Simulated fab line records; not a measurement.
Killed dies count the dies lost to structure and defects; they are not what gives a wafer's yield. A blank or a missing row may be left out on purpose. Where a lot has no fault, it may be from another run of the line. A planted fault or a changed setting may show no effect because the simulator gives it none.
Matching of chambers ; flow n5-finfet ; rie-diel-06 running N5_BEOL_M14_ETCH_68: 4 sister chambers
The step etches SOC in N2/H2, time 450 s. 14 wafers are shown with their chamber, then 7 later ones without.

## WAFERS WITH THEIR CHAMBER
wafer;chamber;drypump-motor-current-A (A);throttle-valve-pct (%);oes-product-au (a.u.)
L074.2;0;5.2;16.97;0.89
L074.4;1;5.6;17.81;0.78
L074.6;3;4.9;17.67;0.67
L087.1;0;5.2;17.05;0.84
L087.2;2;5.6;17.45;0.83
L087.5;0;5.2;17.03;0.84
L090.4;1;5.6;17.88;0.75
L090.5;3;4.9;17.36;0.88
L090.6;2;5.6;17.47;0.84
L091.2;3;4.9;17.37;0.87
L091.4;1;5.5;17.87;0.75
L091.6;0;5.2;17.04;0.83
L094.1;3;5.0;17.37;0.87
L094.2;1;5.6;17.87;0.74

SIGNATURES (averages over the wafers above)
reading;chamber 0;chamber 1;chamber 2;chamber 3;scatter within a chamber
drypump-motor-current-A;5.200;5.575;5.600;4.925;0.0387
throttle-valve-pct;17.0225;17.8575;17.4600;17.4425;0.0873
oes-product-au;0.8500;0.7550;0.8350;0.8225;0.0585
Rule: for each reading, subtract the chamber's mean from the wafer's reading, divide by that reading's scatter and square the result; add these up over the readings and take the root, which gives the wafer's distance from the chamber. The wafer belongs to the nearest chamber; if the next one is less than 2 further off, it can't be placed. The scatter: the root of (the sum of the squares of (reading less its chamber's mean) over the shown wafers, divided by (wafers less chambers)).

## WAFERS MISSING THEIR CHAMBER
wafer;drypump-motor-current-A (A);throttle-valve-pct (%);oes-product-au (a.u.)
L094.6;5.6;17.49;0.83
L095.2;5.6;17.90;0.74
L095.3;5.6;17.48;0.82
L095.6;5.6;17.48;0.82
L097.1;5.2;17.06;0.81
L097.2;5.7;17.50;0.80
L097.4;5.6;17.89;0.73

## EACH ONE'S CHAMBER
wafer;from the rows above;in truth
L094.6;2;2
L095.2;1;1
L095.3;2;2
L095.6;2;2
L097.1;0;0
L097.2;2;2
L097.4;1;1
Correct placement for 7 of the 7. Number that these rows cannot place: 0. Placed wrongly: 0.
